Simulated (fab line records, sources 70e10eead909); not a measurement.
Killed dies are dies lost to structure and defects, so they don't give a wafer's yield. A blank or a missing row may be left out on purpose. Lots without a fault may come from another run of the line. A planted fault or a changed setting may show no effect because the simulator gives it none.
fab line records | flow nand_harc
record lots=15 wafers=45 last_day=33
route steps=1302 shown P_CONTACT@246 P_M0@263 P_M1@317
lots that met no fault: from a run of the same line without faults
start_h: hours from the record's first day to the start of the lot's first wafer shown | wait_h: hours since the lot's step before | " the same as in the row above | L1.1+2: a row that stands for several wafers | - no value, or no start given | * or withheld: withheld | < > ~ a bound
route shown NAME@n: a module of which the file shows steps, and the number in the route of the first | usual: mean/standard deviation of fault-free wafers | same: alike in all rows | chamber/n: place in a boat | sites: the reading at each site | _std_site: their standard deviation | _edge_site: outer sites' mean less inner sites' | radius_mm: how far each site lies from the wafer's centre | mask NAME#n: copy n | behind: the tool/chamber that last shaped the wafer | hold: why the lot was held/for how many hours/how that ended | device: the transistor (n, p or np) that didn't switch | end of line: the same wafers' tests at the end of the route | a step without rows: its recipe alone | killed: dies lost to structure and defects at the first sort, not the wafer's yield | map: a wafer's dies, x killed, . not, _ none there
set.NAME: the setting as run; set.NAME@STEP: as run at that earlier step | model.NAME: the simulator's own value behind a step, which no gauge read
steps of the route over a sample of lots; a table a step, a row a wafer
services: from which hour (start_h, from the record's first day; less than 0 if before it) a tool's chamber was out of use, for how many hours, and why
## steps
# step NHARC_P_CONTACT_PVD_32
# recipe target_thk_a=50 chamber_pressure_pa=5 power_w=5000 substrate_temp_c=200 time_s=17.7 material=Ti
# usual throttle_valve_pct=30.3/1.3
# columns lot.wafer tool chamber start_h wait_h throttle_valve_pct
L826.4 pvd_sputter-02 - - - 31.3
L826.2 " - " " 28.6
L826.3 " - " " 30.6
L828.3 pvd_sputter-01 - - - 30.6
L828.1 " - " " 29.1
L828.5 " - " " 30.6
L829.4 pvd_sputter-02 - - - 31.9
L829.3 " - " " 30.7
L829.1 " - " " 28.8
L830.1 pvd_sputter-03 - - - 29.5
L830.3 " - " " 31.6
L830.6 " - " " 29.7
L832.2 pvd_sputter-01 - - - 30.6
L832.4 " - " " 29.0
L832.5 " - " " 30.4
L833.3 pvd_sputter-03 - - - 30.9
L833.4 " - " " 30.6
L833.1 " - " " 26.9
L834.1 pvd_sputter-01 - - - 29.1
L834.2 " - " " 30.5
L834.5 " - " " 29.4
L835.4 pvd_sputter-02 - - - 32.1
L835.2 " - " " 30.9
L835.5 " - " " 32.3
L836.1 pvd_sputter-01 - - - 29.0
L836.4 " - " " 28.9
L836.3 " - " " 30.9
L837.4 pvd_sputter-02 - - - 32.1
L837.6 " - " " 28.9
L837.5 " - " " 30.8
L841.3 pvd_sputter-02 - - - 28.7
L841.6 " - " " 30.3
L841.5 " - " " 32.3
L840.3 pvd_sputter-03 - - - 31.0
L840.6 " - " " 31.3
L840.5 " - " " 30.7
L839.1 pvd_sputter-03 - - - 27.2
L839.3 " - " " 30.7
L839.6 " - " " 27.3
L848.1 pvd_sputter-01 - - - 30.2
L848.2 " - " " 31.6
L848.5 " - " " 30.9
L849.4 pvd_sputter-02 - - - 29.3
L849.3 " - " " 30.0
L849.2 " - " " 31.3
# step NHARC_P_CONTACT_CMP_24
# recipe t_overpolish_s=30 target_thk_nm=200
# usual motor_current_A=12.0/1.2 overpolish_run_s=30.000/0.0086 time_to_endpoint_s=40/4.1
# columns lot.wafer tool chamber start_h wait_h motor_current_A overpolish_run_s time_to_endpoint_s
L826.3 cmp-04 0 124.49 0.3 11.1 30.003 36
L826.4 " 1 " " 13.8 29.997 32
L826.2 " 2 " " 11.0 30.005 36
L828.1 cmp-04 1 137.42 0.6 14.5 30.008 40
L828.3 " 0 " " 10.4 30.021 38
L828.5 " 2 " " 11.1 29.995 37
L829.4 cmp-01 0 149.00 0.3 13.0 30.004 45
L829.1 " 1 " " 11.7 29.993 43
L829.3 " 2 " " 12.3 29.994 44
L830.1 cmp-01 2 169.19 0.6 11.9 29.994 39
L830.3 " 1 " " 11.3 29.993 42
L830.6 " 2 " " 12.0 29.987 38
L832.2 cmp-01 3 178.13 0.6 11.8 29.997 36
L832.4 " 2 " " 12.7 29.992 43
L832.5 " 3 " " 11.7 29.982 36
L833.3 cmp-04 0 200.17 0.4 10.3 29.999 40
L833.1 " 1 " " 13.7 29.991 40
L833.4 " 3 " " 11.6 30.003 39
L834.2 cmp-04 0 204.69 0.5 10.7 30.012 37
L834.1 " 1 " " 14.3 30.009 40
L834.5 " 3 " " 11.7 29.990 41
L835.2 cmp-03 1 211.68 0.5 12.9 29.994 44
L835.4 " 2 " " 12.8 30.004 43
L835.5 " 3 " " 9.7 29.995 35
L836.3 cmp-04 2 219.75 0.3 11.6 29.994 34
L836.4 " 3 " " 11.1 30.008 39
L836.1 " 0 " " 10.0 29.997 37
L837.4 cmp-01 1 231.67 0.5 11.6 30.013 42
L837.6 " 2 " " 12.8 29.999 40
L837.5 " 3 " " 11.7 30.002 37
L841.3 cmp-01 2 262.73 0.4 12.7 29.996 43
L841.5 " 3 " " 11.7 30.004 36
L841.6 " 0 " " 13.4 29.977 45
L840.3 cmp-03 2 263.71 0.4 12.9 30.002 47
L840.5 " 3 " " 9.2 29.995 37
L840.6 " 0 " " 10.6 29.996 50
L839.3 cmp-01 2 266.44 0.3 12.5 30.012 39
L839.1 " 1 " " 10.5 30.008 43
L839.6 " 3 " " 12.2 30.001 36
L848.1 cmp-01 2 343.26 0.5 12.3 30.007 41
L848.2 " 0 " " 12.7 29.996 44
L848.5 " 2 " " 12.4 30.003 40
L849.4 cmp-03 2 347.99 0.5 12.0 29.988 43
L849.3 " 3 " " 10.1 29.985 34
L849.2 " 0 " " 11.2 30.016 48
# step NHARC_P_M0_CD_MEAS_09
# recipe target_cd_nm=90 landing_energy_ev=500
# usual cd_nm=90.7/0.64
# columns lot.wafer tool chamber start_h wait_h cd_nm
L826.2 cd_sem-03 0 125.80 - 90.0
L826.3 " 0 " " 89.5
L826.4 " 0 " " 89.8
L828.1 cd_sem-03 0 138.72 - 91.0
L828.3 " 0 " " 91.4
L828.5 " 0 " " 91.8
L829.1 cd_sem-02 0 150.18 - 90.8
L829.3 " 0 " " 90.2
L829.4 " 0 " " 90.7
L830.1 cd_sem-02 0 170.49 - 90.6
L830.3 " 0 " " 90.4
L830.6 " 0 " " 91.8
L832.2 cd_sem-02 0 179.55 - 89.9
L832.4 " 0 " " 91.6
L832.5 " 0 " " 91.4
L833.1 cd_sem-01 0 201.47 - 91.3
L833.3 " 0 " " 91.3
L833.4 " 0 " " 91.4
L834.1 cd_sem-02 0 205.97 - 90.2
L834.2 " 0 " " 90.0
L834.5 " 0 " " 90.7
L835.2 cd_sem-02 0 212.95 - 89.8
L835.4 " 0 " " 91.9
L835.5 " 0 " " 90.7
L836.1 cd_sem-03 0 221.03 - 90.5
L836.3 " 0 " " 91.0
L836.4 " 0 " " 90.0
L837.4 cd_sem-03 0 232.90 - 90.3
L837.5 " 0 " " 90.1
L837.6 " 0 " " 90.4
L841.3 cd_sem-02 0 263.96 - 89.7
L841.5 " 0 " " 91.6
L841.6 " 0 " " 91.5
L840.3 cd_sem-03 0 264.94 - 90.8
L840.5 " 0 " " 90.8
L840.6 " 0 " " 90.8
L839.1 cd_sem-03 0 267.61 - 90.4
L839.3 " 0 " " 90.8
L839.6 " 0 " " 91.3
L848.1 cd_sem-01 0 344.42 - 90.4
L848.2 " 0 " " 89.7
L848.5 " 0 " " 90.4
L849.2 cd_sem-02 0 349.29 - 90.2
L849.3 " 0 " " 89.5
L849.4 " 0 " " 90.0
# step NHARC_P_M1_DEP_33
# recipe target_thk_a=300 temp_c=370 target_thk_nm=30 pressure_torr=3 flow_sccm=200 rf_w=450 material=SiCN
# usual chamber_pressure_Torr=3.000/0.0071 heater_power_outer_w=295/50 heater_power_w=550/76
# columns lot.wafer tool chamber start_h wait_h chamber_pressure_Torr heater_power_outer_w heater_power_w
L826.3 pecvd-02 2 132.67 0.1 2.995 314 525
L826.2 " 0 " " 3.010 310 627
L826.4 " 2 " " 2.991 306 523
L828.1 pecvd-03 1 145.96 0.1 2.995 218 475
L828.3 " 2 " " 2.990 217 418
L828.5 " 2 " " 2.999 217 430
L829.1 pecvd-02 2 157.25 0.1 3.003 290 481
L829.3 " 1 " " 3.000 210 436
L829.4 " 0 " " 2.995 258 569
L830.1 pecvd-03 2 177.54 0.1 2.996 278 499
L830.3 " 0 " " 3.002 314 524
L830.6 " 1 " " 2.994 280 563
L832.2 pecvd-02 1 186.66 0.1 3.007 273 510
L832.5 " 1 " " 3.001 273 513
L832.4 " 2 " " 2.999 289 497
L833.1 pecvd-02 1 208.29 0.1 3.011 264 516
L833.3 " 0 " " 3.008 312 621
L833.4 " 0 " " 3.008 315 646
L834.2 pecvd-03 1 212.99 0.1 2.993 269 569
L834.1 " 2 " " 2.996 294 519
L834.5 " 1 " " 2.990 277 554
L835.2 pecvd-03 1 219.85 0.1 2.996 284 569
L835.5 " 2 " " 3.006 280 500
L835.4 " 0 " " 3.008 292 506
L836.3 pecvd-04 2 228.21 0.1 2.997 345 649
L836.1 " 0 " " 3.006 341 639
L836.4 " 0 " " 3.001 345 658
L837.6 pecvd-04 2 239.98 0.2 3.001 332 635
L837.5 " 0 " " 3.000 382 708
L837.4 " 1 " " 2.994 358 583
L841.3 pecvd-02 2 271.09 0.1 - - -
L841.5 " 1 " " - - -
L841.6 " 2 " " - - -
L840.3 pecvd-03 2 271.88 0.1 - - -
L840.6 " 2 " " - - -
L840.5 " 0 " " - - -
L839.1 pecvd-02 1 274.51 0.1 - - -
L839.3 " 2 " " - - -
L839.6 " 0 " " - - -
L848.2 pecvd-03 1 351.22 0.1 2.995 241 497
L848.1 " 0 " " 3.003 302 537
L848.5 " 1 " " 2.994 238 510
L849.2 pecvd-04 2 356.44 0.1 3.014 299 576
L849.3 " 1 " " 3.002 326 530
L849.4 " 2 " " 3.006 301 576
## services
# columns tool chamber start_h hours kind
pvd_sputter-02 - 104.00 10.0 pm
pecvd-03 0 106.40 29.1 repair
cmp-04 - 111.00 4.0 pm
pecvd-03 0 138.96 10.2 repair
pecvd-02 - 144.82 1.4 repair
pvd_sputter-01 - 146.60 1.0 repair
cmp-04 - 155.29 2.4 repair
cmp-01 - 184.40 1.3 repair
pecvd-03 - 185.25 13.0 pm
cmp-01 - 187.24 4.0 pm
cmp-01 - 192.13 1.8 repair
pvd_sputter-02 - 202.78 7.2 repair
cmp-04 - 209.00 4.0 pm
cmp-01 - 212.52 1.5 repair
pecvd-02 - 227.45 13.0 pm
pecvd-02 0 252.44 8.4 repair
pvd_sputter-02 - 263.39 3.7 repair
pvd_sputter-02 - 282.00 10.0 pm
cmp-01 - 285.24 4.0 pm
pecvd-02 2 302.02 4.3 repair
pvd_sputter-02 - 311.47 1.1 repair
cmp-01 - 319.00 0.9 repair
pecvd-02 2 343.99 4.8 repair
pecvd-03 - 349.53 1.3 repair
## key
first_sign step=NHARC_P_M1_DEP_33 reading=tool_record direction=missing
effect none on later readings
met_at NHARC_P_M1_DEP_33
struck_lots L839,L840,L841
sort_left_out L839.1,L839.3,L839.6,L840.3,L840.5,L840.6,L841.3,L841.5,L841.6
not_acting_at NHARC_P_CONTACT_PVD_32,NHARC_P_CONTACT_CMP_24,NHARC_P_M0_CD_MEAS_09
onset_between 219.85 271.09
fault kind=skipped_step_whole tool=pecvd-02,pecvd-03 chamber=- onset_h=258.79 steps=NHARC_P_M1_DEP_33 scope=struck_lots_only
# sort_left_out: the simulated sort isn't trusted on such a fault, so these wafers' sort isn't shown, and their yield isn't known
